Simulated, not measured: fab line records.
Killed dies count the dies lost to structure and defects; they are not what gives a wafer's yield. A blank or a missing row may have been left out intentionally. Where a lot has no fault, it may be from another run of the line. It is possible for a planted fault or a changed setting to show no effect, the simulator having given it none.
Chamber matching | flow nand harc | 4 sister chambers for NHARC_A_CHANNEL_FILL_D1_ALD_16 on ald hk-01
The step deposits SiO2, target thk 1.5 nm, pulse time 10 s, ald cycles 15. 20 wafers are shown with their chamber, then 10 later ones without.

## WAFERS, EACH WITH ITS CHAMBER
wafer  | chamber | heater power w (W) | precursor pulse height rel
L075.3 | 2       | 491                | 0.978
L075.4 | 3       | 432                | 0.990
L075.6 | 1       | 513                | 1.010
L078.1 | 1       | 504                | 1.014
L078.2 | 0       | 393                | 1.027
L078.4 | 2       | 500                | 1.033
L082.2 | 3       | 448                | 0.985
L082.3 | 2       | 499                | 0.988
L082.6 | 1       | 469                | 1.016
L083.1 | 3       | 442                | 0.987
L083.3 | 2       | 511                | 0.999
L083.6 | 2       | 500                | 0.984
L085.1 | 3       | 439                | 0.997
L085.4 | 1       | 473                | 1.021
L085.6 | 0       | 407                | 1.002
L089.1 | 0       | 399                | 0.974
L089.5 | 1       | 479                | 0.988
L089.6 | 0       | 396                | 0.979
L087.1 | 2       | 515                | 0.986
L087.3 | 0       | 398                | 1.014

SIGNATURES (means of the wafers above)
reading                    | chamber 0 | chamber 1 | chamber 2 | chamber 3 | scatter within a chamber
heater power w             | 398.60    | 487.60    | 502.67    | 440.25    | 11.7
precursor pulse height rel | 0.99920   | 1.00980   | 0.99467   | 0.98975   | 0.0173
Rule: for each reading, subtract the chamber's mean from the wafer's reading, divide by that reading's scatter and square the result; add these up over the readings and take the root, which gives the wafer's distance from the chamber. The wafer belongs to the nearest chamber; if the next one is less than 2 further off, it can't be placed. How the scatter is found: for the shown wafers, subtract from each reading the mean of its chamber, square and add these, divide the total by (wafers less chambers), then take the root.

## WAFERS WITH NO CHAMBER GIVEN
wafer  | heater power w (W) | precursor pulse height rel
L087.4 | 479                | 0.993
L091.1 | 443                | 0.962
L091.3 | 469                | 0.985
L091.4 | 404                | 1.010
L093.1 | 454                | 1.013
L093.3 | 406                | 1.012
L093.4 | 506                | 0.977
L094.4 | 521                | 0.973
L094.5 | 437                | 1.008
L094.6 | 519                | 0.985

## THE CHAMBER EACH PASSED THROUGH
wafer  | from the rows above          | in truth
L087.4 | can't be placed: 1 or 2      | 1
L091.1 | 3                            | 3
L091.3 | can't be placed: 1 or 3 or 2 | 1
L091.4 | 0                            | 0
L093.1 | can't be placed: 3 or 1      | 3
L093.3 | 0                            | 0
L093.4 | can't be placed: 2 or 1      | 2
L094.4 | can't be placed: 2 or 1      | 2
L094.5 | 3                            | 3
L094.6 | can't be placed: 2 or 1      | 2
Placed correctly: 4 of 10. These rows do not allow placing 6 (true chamber among the candidates in 6). 0 placed wrongly.
